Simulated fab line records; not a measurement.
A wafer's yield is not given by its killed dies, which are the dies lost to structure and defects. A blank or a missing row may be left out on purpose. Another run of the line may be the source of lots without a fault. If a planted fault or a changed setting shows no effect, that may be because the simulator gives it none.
Matching of chambers    flow n5-finfet    uv-cure-03 running N5_BEOL_M8_CURE_75: 3 sister chambers
The step cures SiCOH lowk, time 120 s. 6 wafers are shown with their chamber, then 9 later ones without.

== EACH WAFER AND ITS CHAMBER ==
wafer   chamber  wafer_temp_C_max  lamp-power-pct (%)
L087.2  2        371.4             52.28
L087.3  2        371.3             52.33
L090.4  1        371.7             52.39
L090.5  1        371.9             52.36
L091.3  0        374.1             52.35
L091.4  0        372.5             52.25

== WAFERS MISSING THEIR CHAMBER ==
wafer   wafer_temp_C_max  lamp-power-pct (%)
L095.1  372.3             52.25
L095.4  373.2             52.27
L095.6  373.2             52.28
L092.2  371.1             52.33
L092.5  371.6             52.34
L092.6  371.3             52.33
L097.3  373.1             52.36
L097.4  373.3             52.30
L097.6  372.3             52.38

== WHICH CHAMBER EACH ONE RAN IN ==
wafer   from the rows above           in truth
L095.1  can't be placed: 0 or 2 or 1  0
L095.4  0                             0
L095.6  0                             0
L092.2  can't be placed: 2 or 1       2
L092.5  can't be placed: 1 or 2 or 0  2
L092.6  can't be placed: 2 or 1       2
L097.3  can't be placed: 0 or 1 or 2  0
L097.4  0                             0
L097.6  can't be placed: 1 or 2 or 0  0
3 of 9 placed correctly. These rows do not allow placing 6 (true chamber among the candidates in 6). 0 placed wrongly.
How it was worked out, from the rows above alone: a wafer's distance from a chamber is the root of the sum, over the readings, of the square of ((its reading less the chamber's mean) divided by the reading's scatter). If the next closest chamber is less than 2 further off than the closest, the wafer can't be placed; otherwise it belongs to the closest. The mean given for a chamber averages the wafers shown for that chamber. The scatter is the square root of a quotient: the sum, over the shown wafers, of each reading's squared deviation from its chamber's mean, divided by wafers minus chambers.
